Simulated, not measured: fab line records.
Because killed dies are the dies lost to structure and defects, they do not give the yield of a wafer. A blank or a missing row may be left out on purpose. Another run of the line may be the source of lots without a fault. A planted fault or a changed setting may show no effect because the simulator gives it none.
fab line records	flow n5_finfet
record lots=7	wafers=21
route steps=1938 shown BEOL_M5@1145 BEOL_M7@1266 BEOL_M8@1343 BEOL_M9@1401
start_h: hours from the record's first day to the start of the lot's first wafer shown	wait_h: time in hours since the lot's previous step	" identical to the entry in the row above	L1.1+2: a single row standing in for several wafers	- no value, or no start given	* or withheld: withheld	< > ~ a bound
route shown NAME@n: NAME is a module with steps in the file, n the number in the route of the first one	usual: the fault-free wafers' mean and standard deviation	same: alike in all rows	chamber/n: place in a boat	sites: the reading at each site	_std_site: how widely they spread, as a standard deviation	_edge_site: inner sites' mean taken away from outer sites' mean	radius_mm: how far each site lies from the wafer's centre	mask NAME#n: copy n	behind: the most recent tool/chamber to have shaped the wafer	hold: why the lot went on hold/how many hours it stayed there/how the hold came to an end	device: transistor that didn't switch, given as n, p or np	end of line: at the end of the route, the tests of the same wafers	where a step has no rows: the recipe by itself	killed: dies that structure and defects cost at the first sort, which is not the same as the wafer's yield	map: a wafer's dies, marking killed ones x, the rest . and places with no die _
set.NAME: the setting as run; set.NAME@STEP: as run at that earlier step	model.NAME: the simulator's own value behind a step, which no gauge read
lots with deliberately changed settings; one table per step, one row per wafer
## steps
# step N5_BEOL_M5_EXPOSE_25
# recipe mask_id=V4	na=0.33	source_shape=quasar	sigma_inner=0.2	sigma_outer=0.6	polarization=unpolarized	defocus_nm=10	dose_mj=52.75
lot.wafer	tool	chamber	start_h	wait_h	mask	set.dose_mj
L079.3+4+6	euv_scanner-02	0	204.89	-	V4#0	52.75
L081.1+2	euv_scanner-01	0	224.00	-	V4#0	50.2
L081.4	"	0	"	"	V4#0	52.75
L088.1+3+4	euv_scanner-02	0	251.57	-	V4#0	52.75
L091.2	euv_scanner-02	0	295.36	-	V4#0	52.75
L091.3+5	"	0	"	"	V4#0	50.46
L094.3+6	euv_scanner-01	0	298.69	-	V4#0	52.75
L094.4	"	0	"	"	V4#0	54.44
L096.3+4+6	euv_scanner-01	0	302.48	-	V4#0	52.75
L095.2+6	euv_scanner-02	0	318.59	-	V4#0	51.4
L095.3	"	0	"	"	V4#0	52.75
# step N5_BEOL_M5_PEB_26
# recipe peb_temp_c=100	peb_time_s=60	resist=CAR-EUV
# step N5_BEOL_M5_DEVELOP_27
# recipe develop_time_s=30	developer=TMAH	resist=CAR-EUV	rinse_liquid=surfactant_rinse	dry=air_spin	dev_temp_c=23
lot.wafer	tool	chamber	start_h	wait_h	set.spin_rpm@BEOL_M5_COAT_22	model.CAR-EUV_of_BEOL_M5_COAT_22.thk_nm
L079.3	litho_track-05	0	-	-	1500	29.6
L079.4+6	"	0	"	"	1450	30.2
L081.1	litho_track-01	0	-	-	1411	30.4
L081.2+4	"	0	"	"	1500	29.4
L088.1+4	litho_track-01	0	-	-	1399	30.6
L088.3	"	0	"	"	1500	29.6
L091.2	litho_track-02	0	-	-	1500	29.6
L091.3	"	0	"	"	1628	28.4
L091.5	"	0	"	"	1500	29.8
L094.3+4+6	litho_track-05	0	-	-	1500	29.6
L096.3	litho_track-05	0	-	-	1500	29.4
L096.4+6	"	0	"	"	1500	29.6
L095.2+3	litho_track-05	0	-	-	1421	30.4
L095.6	"	0	"	"	1500	29.6
# step N5_BEOL_M5_CD_MEAS_28
# recipe target_cd_nm=30.6	landing_energy_ev=500	detector=se_inlens	target_cd_y_nm=20	polarity=opening
# usual cd_nm=30.49/0.26
lot.wafer	tool	chamber	start_h	wait_h	set.dose_mj@BEOL_M5_EXPOSE_25	cd_nm
L079.3	cd_sem-03	0	205.01	-	52.75	30.52
L079.4	"	0	"	"	52.75	30.33
L079.6	"	0	"	"	52.75	30.27
L081.1	cd_sem-03	0	224.14	-	50.2	29.58
L081.2	"	0	"	"	50.2	29.41
L081.4	"	0	"	"	52.75	30.82
L088.1	cd_sem-03	0	251.70	-	52.75	30.83
L088.3	"	0	"	"	52.75	31.07
L088.4	"	0	"	"	52.75	30.52
L091.2	cd_sem-03	0	295.49	-	52.75	30.77
L091.3	"	0	"	"	50.46	29.54
L091.5	"	0	"	"	50.46	29.45
L094.3	cd_sem-03	0	298.82	-	52.75	30.36
L094.4	"	0	"	"	54.44	30.88
L094.6	"	0	"	"	52.75	30.12
L096.3	cd_sem-01	0	302.61	-	52.75	30.94
L096.4	"	0	"	"	52.75	30.88
L096.6	"	0	"	"	52.75	30.75
L095.2	cd_sem-02	0	318.73	-	51.4	29.50
L095.3	"	0	"	"	52.75	31.11
L095.6	"	0	"	"	51.4	29.66
# step N5_BEOL_M5_DESCUM_33
# recipe chemistry=O2	time_s=7	source_power_w=50	bias_power_w=20	pressure_mtorr=20	rf_frequency_hz=2.712e+07	temp_c=40	resist=CAR-EUV	o2_flow_sccm=225
lot.wafer	tool	chamber	start_h	wait_h	set.spin_rpm@BEOL_M5_COAT_22	model.CAR-EUV_of_BEOL_M5_COAT_22.thk_nm
L079.3	rie_diel-01	3	205.13	0.0	1500	26
L079.4	"	0	"	"	1450	26.8
L079.6	"	0	"	"	1450	26.6
L081.1	rie_diel-03	0	225.13	0.9	1411	27
L081.2+4	"	2,3	"	"	1500	26
L088.1+4	rie_diel-03	3,2	251.83	0.0	1399	27
L088.3	"	0	"	"	1500	26
L091.2	rie_diel-02	1	296.06	0.5	1500	26
L091.3	"	3	"	"	1628	25
L091.5	"	3	"	"	1500	26.2
L094.3+4+6	rie_diel-02	2,3,0	299.23	0.3	1500	26.2
L096.3+4+6	rie_diel-01	3,1,0	302.86	0.2	1500	26
L095.2+3	rie_diel-03	3,1	318.85	0.0	1421	27
L095.6	"	1	"	"	1500	26.2
# step N5_BEOL_M7_PECVD_70
# recipe material=SiO2	target_thk_a=200	temp_c=400	precursor=TEOS/O2	pressure_torr=5.5	rf_w=450	teos_flow_sccm=53.8	gas=O2	flow_sccm=3000	time_s=22.7
lot.wafer	tool	chamber	start_h	wait_h	set.time_s	model.SiO2_of_BEOL_M7_PECVD_70.thk_nm
L079.3	pecvd-03	2	223.40	0.0	22.7	19.4
L079.4	"	2	"	"	22.7	19.2
L079.6	"	0	"	"	22.7	20
L081.1	pecvd-02	2	245.41	0.0	21.84	19
L081.2	"	0	"	"	21.84	19.4
L081.4	"	1	"	"	22.7	20.2
L088.1	pecvd-04	0	267.86	0.0	22.7	19.6
L088.3	"	2	"	"	22.7	20
L088.4	"	0	"	"	26	23
L091.2	pecvd-04	0	313.76	0.0	20.15	17.8
L091.3	"	2	"	"	20.15	17.4
L091.5	"	0	"	"	22.7	20
L094.3+4+6	pecvd-02	0,0,2	317.49	0.0	22.7	19.8
L096.3	pecvd-02	2	318.22	0.0	22.7	20.2
L096.4+6	"	0,1	"	"	22.7	20.4
L095.2	pecvd-04	0	337.88	0.0	22.7	19.6
L095.3+6	"	2,1	"	"	22.7	19.8
# step N5_BEOL_M7_ETCH_66
# recipe chemistry=N2/H2	target=SOC	target_depth_a=800	overetch_a=160	mask_material=SiARC	temp_c=40	time_s=120	ion_energy_ev=200	pressure_mtorr=30	source_w=840	bias_w=150	n2_flow_sccm=200	h2_flow_sccm=200
# usual rf_vpp_V=522.9/2.3
lot.wafer	tool	chamber	start_h	wait_h	set.bias_w	rf_vpp_V	model.SiARC_of_BEOL_M7_COAT_64.thk_nm
L079.3	rie_diel-01	2	229.19	0.0	150	526.1	6.4
L079.4	"	1	"	"	150	522.4	6.2
L079.6	"	1	"	"	136.6	490.7	6.8
L081.1	rie_diel-02	0	251.70	0.0	150	525.4	6.4
L081.2	"	3	"	"	157.6	540.1	6
L081.4	"	1	"	"	150	520.1	6.4
L088.1	rie_diel-03	0	272.27	0.0	166.9	561.7	5.8
L088.3	"	3	"	"	150	519.9	7
L088.4	"	1	"	"	150	522.1	6.4
L091.2	rie_diel-01	3	317.15	0.0	150	520.3	6.2
L091.3	"	0	"	"	163.9	555.8	5.6
L091.5	"	2	"	"	150	526.2	6.6
L094.3	rie_diel-01	0	323.00	0.0	161.2	547.4	5.6
L094.4	"	3	"	"	150	520.7	6.2
L094.6	"	3	"	"	161.2	543.2	5.6
L096.3	rie_diel-01	3	323.40	0.0	150	520.8	6.2
L096.4	"	1	"	"	150	520.0	6.2
L096.6	"	2	"	"	150	526.0	6.6
L095.2	rie_diel-01	1	343.45	0.0	150	520.4	6.2
L095.3	"	2	"	"	133.7	489.4	7.4
L095.6	"	3	"	"	133.7	483.4	7
# step N5_BEOL_M8_PEB_09
# recipe peb_temp_c=withheld	peb_time_s=60	resist=CAR-ArF
lot.wafer	tool	chamber	start_h	wait_h	set.peb_time_s
L079.3+6	litho_track-05	0	233.84	0.0	60
L079.4	"	0	"	"	52.95
L081.1+2+4	litho_track-04	0	256.20	0.1	60
L088.1+3+4	litho_track-01	0	278.29	0.1	54.52
L091.2+5	litho_track-05	0	323.53	0.0	47.32
L091.3	"	0	"	"	60
L094.3+4+6	litho_track-04	0	329.16	0.0	60
L096.3+4+6	litho_track-01	0	329.55	0.0	60
L095.2	litho_track-04	0	348.46	0.0	60
L095.3+6	"	0	"	"	71.95
# step N5_BEOL_M8_DEVELOP_10
# recipe develop_time_s=30	developer=TMAH	resist=CAR-ArF	rinse_liquid=diw	dry=air_spin	dev_temp_c=23
# step N5_BEOL_M8_CD_MEAS_11
# recipe target_cd_nm=38.5	landing_energy_ev=500	detector=se_inlens	polarity=opening
# usual cd_nm=38.0/0.75
lot.wafer	tool	chamber	start_h	wait_h	set.peb_time_s@BEOL_M8_PEB_09	cd_nm
L079.3	cd_sem-01	0	233.91	-	60	38.1
L079.4	"	0	"	"	52.95	34.5
L079.6	"	0	"	"	60	38.1
L081.1	cd_sem-02	0	256.26	-	60	38.4
L081.2	"	0	"	"	60	38.0
L081.4	"	0	"	"	60	38.8
L088.1	cd_sem-01	0	278.36	-	54.52	35.6
L088.3	"	0	"	"	54.52	35.1
L088.4	"	0	"	"	54.52	35.4
L091.2	cd_sem-03	0	323.59	-	47.32	31.1
L091.3	"	0	"	"	60	38.0
L091.5	"	0	"	"	47.32	31.9
L094.3	cd_sem-01	0	329.23	-	60	39.1
L094.4	"	0	"	"	60	38.3
L094.6	"	0	"	"	60	38.9
L096.3	cd_sem-02	0	329.61	-	60	37.9
L096.4	"	0	"	"	60	37.8
L096.6	"	0	"	"	60	37.9
L095.2	cd_sem-01	0	348.53	-	60	39.4
L095.3	"	0	"	"	71.95	42.4
L095.6	"	0	"	"	71.95	42.2
# step N5_BEOL_M8_DESCUM_16
# recipe chemistry=O2	time_s=7.9	source_power_w=50	bias_power_w=20	pressure_mtorr=20	rf_frequency_hz=2.712e+07	temp_c=40	resist=CAR-ArF	o2_flow_sccm=225
lot.wafer	tool	chamber	start_h	wait_h	set.time_s	model.CAR-ArF_of_BEOL_M8_COAT_05.thk_nm
L079.3	rie_diel-04	1	233.99	0.0	9.163	82.8
L079.4+6	"	3	"	"	7.9	83.8
L081.1	rie_diel-05	2	256.35	0.0	9.405	82.8
L081.2	"	1	"	"	7.9	83.6
L081.4	"	2	"	"	9.405	82.6
L088.1+4	rie_diel-04	3,1	278.66	0.2	7.9	83.2
L088.3	"	2	"	"	7.9	83
L091.2	rie_diel-05	3	323.79	0.1	9.52	82.8
L091.3	"	2	"	"	7.9	84
L091.5	"	3	"	"	7.9	83.6
L094.3	rie_diel-05	2	329.50	0.2	7.9	83.6
L094.4+6	"	1	"	"	7.9	83.8
L096.3	rie_diel-04	0	329.77	0.1	7.9	83.8
L096.4	"	1	"	"	7.9	84
L096.6	"	3	"	"	7.9	83.6
L095.2	rie_diel-06	3	349.50	0.9	7.41	84
L095.3	"	1	"	"	7.41	83.8
L095.6	"	2	"	"	7.9	84.2
# step N5_BEOL_M8_ETCH_61
# recipe chemistry=CF4	target=SiARC	target_depth_a=455	mask_material=CAR-ArF	time_s=75.8	ion_energy_ev=80	pressure_mtorr=40	source_w=545	bias_w=36	Ar_flow_sccm=100	cf4_flow_sccm=100	ends=cleared
lot.wafer	tool	chamber	start_h	wait_h	set.peb_time_s@BEOL_M8_PEB_09	set.time_s@BEOL_M8_DESCUM_16	model.BEOL_M8.cd_offset_nm	model.CAR-ArF_of_BEOL_M8_COAT_05.thk_nm
L079.3	rie_diel-04	1	234.03	0.0	60	9.163	0.2	50.4
L079.4	"	3	"	"	52.95	7.9	-4	51.2
L079.6	"	3	"	"	60	7.9	-0.4	51.4
L081.1+4	rie_diel-05	2	256.39	0.0	60	9.405	0.4	50.2
L081.2	"	1	"	"	60	7.9	-0.2	51.2
L088.1	rie_diel-04	3	278.69	0.0	54.52	7.9	-3.2	50.6
L088.3	"	2	"	"	54.52	7.9	-3.4	50.6
L088.4	"	1	"	"	54.52	7.9	-3.2	50.8
L091.2	rie_diel-05	3	323.83	0.0	47.32	9.52	-7	50.2
L091.3	"	2	"	"	60	7.9	-0.4	51.2
L091.5	"	3	"	"	47.32	7.9	-6.8	51
L094.3	rie_diel-05	2	329.53	0.0	60	7.9	0.6	51
L094.4	"	1	"	"	60	7.9	0.4	51.2
L094.6	"	1	"	"	60	7.9	0.6	51.4
L096.3	rie_diel-04	0	329.81	0.0	60	7.9	-1	51.2
L096.4	"	1	"	"	60	7.9	-0.8	51.4
L096.6	"	3	"	"	60	7.9	-1.4	51
L095.2	rie_diel-06	3	349.53	0.0	60	7.41	1.2	51.6
L095.3	"	1	"	"	71.95	7.41	3.6	51.2
L095.6	"	2	"	"	71.95	7.9	4	51.6
# step N5_BEOL_M8_ETCH_62
# recipe chemistry=N2/H2	target=SOC	target_depth_a=1100	overetch_a=220	mask_material=SiARC	temp_c=40	time_s=165	ion_energy_ev=200	pressure_mtorr=30	source_w=840	bias_w=150	n2_flow_sccm=200	h2_flow_sccm=200
lot.wafer	tool	chamber	start_h	wait_h	set.peb_time_s@BEOL_M8_PEB_09	model.BEOL_M8.cd_offset_nm
L079.3	rie_diel-04	1	234.09	0.0	60	0.4
L079.4	"	3	"	"	52.95	-4
L079.6	"	3	"	"	60	-0.2
L081.1	rie_diel-05	2	256.44	0.0	60	0.2
L081.2	"	1	"	"	60	0.4
L081.4	"	2	"	"	60	0
L088.1	rie_diel-04	3	278.75	0.0	54.52	-3
L088.3	"	2	"	"	54.52	-3.2
L088.4	"	1	"	"	54.52	-3.4
L091.2	rie_diel-05	3	323.89	0.0	47.32	-6.8
L091.3	"	2	"	"	60	-0.4
L091.5	"	3	"	"	47.32	-6.4
L094.3	rie_diel-05	2	329.59	0.0	60	0.4
L094.4	"	1	"	"	60	0.6
L094.6	"	1	"	"	60	1
L096.3+6	rie_diel-04	0,3	329.87	0.0	60	-1.2
L096.4	"	1	"	"	60	-1
L095.2	rie_diel-06	3	349.59	0.0	60	1
L095.3	"	1	"	"	71.95	3.4
L095.6	"	2	"	"	71.95	3.6
# step N5_BEOL_M8_STRIP_68
# recipe chemistry=N2/H2	temp_c=40	n2_flow_sccm=200	h2_flow_sccm=200	rf_frequency_hz=6e+07
# step N5_BEOL_M8_STRIP_67
# recipe chemistry=CF4	resist=SiARC	power_w=300	bias_power_w=75	pressure_mtorr=50	cf4_flow_sccm=150	rf_frequency_hz=6e+07
# step N5_BEOL_M8_HM_OPEN_17
# recipe chemistry=Cl2/BCl3	target_depth_a=200	overetch_a=60	target=TiN	mask_material=SOC	ion_energy_ev=150	pressure_mtorr=10	icp_w=1000	bias_w=126	Cl2_flow_sccm=53.25	bcl3_flow_sccm=21.75	Ar_flow_sccm=25
# step N5_BEOL_M8_STRIP_19
# recipe chemistry=O2	power_w=400	temp_c=40	pressure_mtorr=30	rf_frequency_hz=6e+07	bias_power_w=0	overash_fraction=0.2	o2_flow_sccm=225
# step N5_BEOL_M8_CD_MEAS_18
# recipe pitch_nm=80	target_cd_nm=40
# usual cd_nm=39.6/0.89
lot.wafer	tool	chamber	start_h	wait_h	set.peb_time_s@BEOL_M8_PEB_09	cd_nm
L079.3	cd_sem-02	-	234.46	0.1	60	40.7
L079.4	"	-	"	"	52.95	35.9
L079.6	"	-	"	"	60	39.6
L081.1	cd_sem-02	-	256.81	0.0	60	40.0
L081.2	"	-	"	"	60	40.6
L081.4	"	-	"	"	60	40.1
L088.1	cd_sem-01	-	279.17	0.0	54.52	36.9
L088.3	"	-	"	"	54.52	36.6
L088.4	"	-	"	"	54.52	36.3
L091.2	cd_sem-03	-	324.26	0.1	47.32	33.1
L091.3	"	-	"	"	60	39.8
L091.5	"	-	"	"	47.32	33.9
L094.3	cd_sem-01	-	330.17	0.1	60	40.2
L094.4	"	-	"	"	60	40.8
L094.6	"	-	"	"	60	40.5
L096.3	cd_sem-01	-	330.24	0.1	60	38.4
L096.4	"	-	"	"	60	39.3
L096.6	"	-	"	"	60	38.7
L095.2	cd_sem-01	-	350.05	0.1	60	40.8
L095.3	"	-	"	"	71.95	43.7
L095.6	"	-	"	"	71.95	44.0
# step N5_BEOL_M8_COAT_63
# recipe resist=SOC	temp_c=250	time_s=60	spin_rpm=1500	resist_thk_nm=60
# step N5_BEOL_M8_COAT_64
# recipe resist=SiARC	temp_c=220	time_s=60	spin_rpm=1500	resist_thk_nm=12
# step N5_BEOL_M8_PRECLEAN_42
# recipe chemistry=residue_remover	time_s=60	temp_c=40
# step N5_BEOL_M8_SRD_43
# recipe time_s=30	temp_c=23	rinse_liquid=diw	dry=ipa_marangoni
# step N5_BEOL_M8_CD_MEAS_35
# recipe target_cd_nm=40	polarity=opening
# usual cd_nm=39.6/0.95
lot.wafer	tool	chamber	start_h	wait_h	set.peb_time_s@BEOL_M8_PEB_09	cd_nm
L079.3	cd_sem-02	-	238.14	0.0	60	40.4
L079.4	"	-	"	"	52.95	35.8
L079.6	"	-	"	"	60	40.4
L081.1	cd_sem-01	-	257.85	0.0	60	40.1
L081.2	"	-	"	"	60	40.6
L081.4	"	-	"	"	60	39.8
L088.1	cd_sem-01	-	281.56	0.0	54.52	37.2
L088.3	"	-	"	"	54.52	37.0
L088.4	"	-	"	"	54.52	37.0
L091.2	cd_sem-01	-	325.42	0.0	47.32	33.5
L091.3	"	-	"	"	60	39.9
L091.5	"	-	"	"	47.32	34.0
L094.3	cd_sem-01	-	332.85	0.0	60	40.3
L094.4	"	-	"	"	60	41.2
L094.6	"	-	"	"	60	40.7
L096.3	cd_sem-02	-	334.86	0.0	60	39.0
L096.4	"	-	"	"	60	39.8
L096.6	"	-	"	"	60	39.2
L095.2	cd_sem-01	-	351.23	0.0	60	41.4
L095.3	"	-	"	"	71.95	43.8
L095.6	"	-	"	"	71.95	43.2
# step N5_BEOL_M9_ILD_DEP_00
# recipe material=SiCOH_lowk	target_thk_a=3085.1	temp_c=300	precursor=DEMS/porogen	pressure_torr=5	rf_w=500	time_s=58
lot.wafer	tool	chamber	start_h	wait_h	set.time_s	model.SiCOH_lowk_of_BEOL_M9_ILD_DEP_00.thk_nm
L079.3	pecvd-04	2	240.38	0.0	60.55	325
L079.4	"	0	"	"	60.55	326
L079.6	"	2	"	"	58	317.2
L081.1	pecvd-04	2	260.93	0.0	55.14	289.4
L081.2	"	1	"	"	58	301.2
L081.4	"	2	"	"	58	314.6
L088.1+3	pecvd-01	1,0	284.21	0.0	58	308.8
L088.4	"	2	"	"	58	310.8
L091.2	pecvd-02	0	329.60	0.0	58	303.8
L091.3	"	1	"	"	55.22	292.2
L091.5	"	1	"	"	55.22	297.8
L094.3	pecvd-02	1	335.57	0.0	58	304.8
L094.4	"	1	"	"	63.54	341.2
L094.6	"	2	"	"	63.54	344.6
L096.3	pecvd-01	2	337.27	0.0	58	305.2
L096.4	"	2	"	"	58	310.8
L096.6	"	0	"	"	58	305
L095.2	pecvd-01	1	354.14	0.0	51.11	271.6
L095.3	"	2	"	"	51.11	268.4
L095.6	"	0	"	"	58	310
# step N5_BEOL_M9_CURE_71
# recipe temp_c=385	time_s=240	ambient=He/Ar	material=SiCOH_lowk
lot.wafer	tool	chamber	start_h	wait_h	set.time_s@BEOL_M9_ILD_DEP_00	model.SiCOH_lowk_of_BEOL_M9_ILD_DEP_00.thk_nm
L079.3	uv_cure-01	2	240.78	0.4	60.55	282.6
L079.4	"	2	"	"	60.55	283.4
L079.6	"	2	"	"	58	275.8
L081.1	uv_cure-03	1	261.01	0.0	55.14	251
L081.2	"	1	"	"	58	261.4
L081.4	"	1	"	"	58	273.4
L088.1	uv_cure-01	0	284.29	0.0	58	268.2
L088.3	"	0	"	"	58	268.4
L088.4	"	0	"	"	58	270
L091.2	uv_cure-02	1	329.75	0.1	58	263.8
L091.3	"	1	"	"	55.22	253.6
L091.5	"	1	"	"	55.22	258.6
L094.3	uv_cure-03	2	335.81	0.2	58	264.6
L094.4	"	2	"	"	63.54	297
L094.6	"	2	"	"	63.54	300
L096.3	uv_cure-02	0	337.51	0.2	58	265
L096.4	"	0	"	"	58	270
L096.6	"	0	"	"	58	264.8
L095.2	uv_cure-01	0	354.38	0.2	51.11	235.4
L095.3	"	0	"	"	51.11	232.6
L095.6	"	0	"	"	58	269.4
# step N5_BEOL_M9_THK_MEAS_01
# recipe reads=SiCOH_lowk_of_BEOL_M9_ILD_DEP_00
# usual M9_ILD_THK=269/3.8
lot.wafer	tool	chamber	start_h	wait_h	set.time_s@BEOL_M9_ILD_DEP_00	M9_ILD_THK[nm]
L079.3	film_metro-02	-	241.45	0.5	60.55	283
L079.4	"	-	"	"	60.55	283
L079.6	"	-	"	"	58	276
L081.1	film_metro-01	-	261.52	0.4	55.14	251
L081.2	"	-	"	"	58	262
L081.4	"	-	"	"	58	273
L088.1	film_metro-01	-	284.80	0.4	58	268
L088.3	"	-	"	"	58	268
L088.4	"	-	"	"	58	270
L091.2	film_metro-01	-	330.19	0.4	58	264
L091.3	"	-	"	"	55.22	253
L091.5	"	-	"	"	55.22	259
L094.3	film_metro-01	-	336.16	0.3	58	264
L094.4	"	-	"	"	63.54	297
L094.6	"	-	"	"	63.54	300
L096.3	film_metro-01	-	337.87	0.3	58	265
L096.4	"	-	"	"	58	270
L096.6	"	-	"	"	58	265
L095.2	film_metro-02	-	355.21	0.7	51.11	235
L095.3	"	-	"	"	51.11	233
L095.6	"	-	"	"	58	270
## key
split step=N5_BEOL_M5_EXPOSE_25	setting=dose_mj	stated=52.75	by=wafer
response step=N5_BEOL_M5_CD_MEAS_28	reading=cd_nm	change=+0.303	per=1%	r=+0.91
split step=N5_BEOL_M7_PECVD_70	setting=time_s	stated=22.7	by=wafer
response step=N5_BEOL_M7_PECVD_70	reading=model.SiO2_of_BEOL_M7_PECVD_70.thk_nm	change=+0.22	per=1%	r=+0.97
split step=N5_BEOL_M7_ETCH_66	setting=bias_w	stated=150	by=wafer
response step=N5_BEOL_M7_ETCH_66	reading=rf_vpp_V	change=+3.46	per=1%	r=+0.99
response step=N5_BEOL_M7_ETCH_66	reading=model.SiARC_of_BEOL_M7_COAT_64.thk_nm	change=-0.08	per=1%	r=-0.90
split step=N5_BEOL_M8_PEB_09	setting=peb_time_s	stated=60	by=wafer
response step=N5_BEOL_M8_CD_MEAS_11	reading=cd_nm	change=+0.242	per=1%	r=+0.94
response step=N5_BEOL_M8_ETCH_61	reading=model.BEOL_M8.cd_offset_nm	change=+0.239	per=1%	r=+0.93
response step=N5_BEOL_M8_ETCH_62	reading=model.BEOL_M8.cd_offset_nm	change=+0.233	per=1%	r=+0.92
response step=N5_BEOL_M8_CD_MEAS_18	reading=cd_nm	change=+0.248	per=1%	r=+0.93
response step=N5_BEOL_M8_CD_MEAS_35	reading=cd_nm	change=+0.23	per=1%	r=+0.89
split step=N5_BEOL_M8_DESCUM_16	setting=time_s	stated=7.9	by=wafer
response step=N5_BEOL_M8_DESCUM_16	reading=model.CAR-ArF_of_BEOL_M8_COAT_05.thk_nm	change=-0.0481	per=1%	r=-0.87
response step=N5_BEOL_M8_ETCH_61	reading=model.CAR-ArF_of_BEOL_M8_COAT_05.thk_nm	change=-0.047	per=1%	r=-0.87
split step=N5_BEOL_M9_ILD_DEP_00	setting=time_s	stated=58	by=wafer
response step=N5_BEOL_M9_ILD_DEP_00	reading=model.SiCOH_lowk_of_BEOL_M9_ILD_DEP_00.thk_nm	change=+3.37	per=1%	r=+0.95
response step=N5_BEOL_M9_CURE_71	reading=model.SiCOH_lowk_of_BEOL_M9_ILD_DEP_00.thk_nm	change=+2.99	per=1%	r=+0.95
response step=N5_BEOL_M9_THK_MEAS_01	reading=M9_ILD_THK	change=+3	per=1%	r=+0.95
split outside_this_file step=N5_BEOL_M5_COAT_22 setting=spin_rpm
# split outside_this_file: this setting was split too, and the file shows its column; the key of that split is in another file
